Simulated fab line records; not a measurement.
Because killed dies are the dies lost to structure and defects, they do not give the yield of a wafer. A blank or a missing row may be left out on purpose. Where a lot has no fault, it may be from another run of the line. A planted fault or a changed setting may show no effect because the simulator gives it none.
Which tool did it? + flow n5-finfet + 36 wafers from 12 lots sampled at 3 of the route's 1938 steps

WHAT EACH GAUGE READ, for each wafer
N5_BEOL_M6_CD_MEAS_35: target cd 40 nm, target cd y 28 nm. Usual: cd-nm 39.9 nm, standard deviation 0.47.
| lot  | measured     | on        | cd-nm (nm)     | flag |
|------|--------------|-----------|----------------|------|
| L600 | day 8 10:13  | cd-sem-01 | 40.4 40.1 39.8 |      |
| L602 | day 8 16:28  | cd-sem-01 | 40.5 40.1 40.0 |      |
| L603 | day 9 15:19  | cd-sem-03 | 40.0 40.1 40.6 |      |
| L604 | day 10 01:57 | cd-sem-01 | 40.3 40.5 40.1 |      |
| L605 | day 10 11:53 | cd-sem-02 | 40.4 40.0 39.9 |      |
| L609 | day 11 02:52 | cd-sem-03 | 39.0 39.6 39.4 |      |
| L607 | day 11 14:17 | cd-sem-01 | 40.2 40.3 40.9 |      |
| L608 | day 11 14:49 | cd-sem-03 | 39.7 39.2 39.6 |      |
| L611 | day 12 12:16 | cd-sem-02 | 39.1 38.7 39.8 |      |
| L613 | day 13 00:44 | cd-sem-02 | 39.7 41.0 40.4 |      |
| L617 | day 13 22:19 | cd-sem-01 | 40.0 39.5 40.2 |      |
| L621 | day 14 13:15 | cd-sem-02 | 40.0 39.5 39.3 |      |

N5_BEOL_M6_THK_MEAS_53: measures by xrf. Usual: for M6_THK the level is 81.5 nm and the standard deviation is 1.9.
| lot  | measured     | on            | M6_THK (nm)    | flag |
|------|--------------|---------------|----------------|------|
| L600 | day 8 12:49  | film-metro-01 | 84.8 84.1 83.7 |      |
| L602 | day 8 20:26  | film-metro-01 | 80.0 79.3 78.7 |      |
| L603 | day 9 20:21  | film-metro-01 | 81.5 81.7 80.0 |      |
| L604 | day 10 06:49 | film-metro-02 | 81.0 82.5 81.1 |      |
| L605 | day 10 14:23 | film-metro-02 | 80.9 83.5 82.7 |      |
| L609 | day 11 09:13 | film-metro-01 | 78.9 83.1 82.6 |      |
| L607 | day 11 17:00 | film-metro-01 | 83.2 82.7 80.7 |      |
| L608 | day 11 18:01 | film-metro-02 | 81.1 81.6 81.6 |      |
| L611 | day 12 14:16 | film-metro-01 | 83.6 83.6 85.0 |      |
| L613 | day 13 04:28 | film-metro-01 | 80.6 80.1 81.0 |      |
| L617 | day 14 00:36 | film-metro-01 | 79.9 79.0 79.6 |      |
| L621 | day 14 15:38 | film-metro-01 | 80.8 84.1 81.1 |      |

TOOL THAT RAN EACH LOT (tool first, then ch and the chambers of the sampled wafers, then the start)
| lot  | N5_BEOL_M6_ALD_77                   |
|------|-------------------------------------|
| L600 | ald-metal-03 ch 0,1,2, day 8 11:11  |
| L602 | ald-metal-01 ch 1,2,3, day 8 18:47  |
| L603 | ald-metal-02 ch 0,1, day 9 18:18    |
| L604 | ald-metal-01 ch 0,1,2, day 10 03:10 |
| L605 | ald-metal-01 ch 1,2,3, day 10 12:44 |
| L609 | ald-metal-02 ch 1,2,3, day 11 07:42 |
| L607 | ald-metal-02 ch 0,1,3, day 11 15:07 |
| L608 | ald-metal-02 ch 0,2, day 11 16:38   |
| L611 | ald-metal-03 ch 0,1,2, day 12 12:59 |
| L613 | ald-metal-01 ch 0,2, day 13 01:29   |
| L617 | ald-metal-03 ch 0,2, day 13 22:57   |
| L621 | ald-metal-01 ch 0,1,2, day 14 13:56 |
- N5_BEOL_M6_ALD_77: deposits TaN, target thk 2 nm, pulse time 2 s, purge time 3 s.

WHAT THE TOOLS THEMSELVES READ (means of the sampled wafers that have a number; where no wafer has one, the mark that the record gives instead)
N5_BEOL_M6_ALD_77. Usual: heater-power-w 438 W, standard deviation 43.
| lot  | tool         | heater-power-w (W) | flag |
|------|--------------|--------------------|------|
| L600 | ald-metal-03 | 459                |      |
| L602 | ald-metal-01 | 429                |      |
| L603 | ald-metal-02 | 390                |      |
| L604 | ald-metal-01 | 465                |      |
| L605 | ald-metal-01 | 433                |      |
| L609 | ald-metal-02 | 432                |      |
| L607 | ald-metal-02 | 420                |      |
| L608 | ald-metal-02 | 406                |      |
| L611 | ald-metal-03 | 461                |      |
| L613 | ald-metal-01 | 433                |      |
| L617 | ald-metal-03 | 446                |      |
| L621 | ald-metal-01 | 468                |      |

THE ANSWER, worked out from the rows above alone
Rule: lot off if the mean of its wafers having a number is beyond 3 standard deviations from the usual mean. Also off: a lot with no number at a reading for which 4 or more lots have one. The other lots that the step has rows for count as sound. First the gauges in route order, then the tools' own readings, where a lot's mean is used as printed above. At the first step where some lot is off, the reading lying furthest off is the one used; lots without a number count as furthest.
Across all readings shown, no lot is off: no conclusion can be drawn from this.

WHAT WAS PUT IN BY THE SIMULATOR
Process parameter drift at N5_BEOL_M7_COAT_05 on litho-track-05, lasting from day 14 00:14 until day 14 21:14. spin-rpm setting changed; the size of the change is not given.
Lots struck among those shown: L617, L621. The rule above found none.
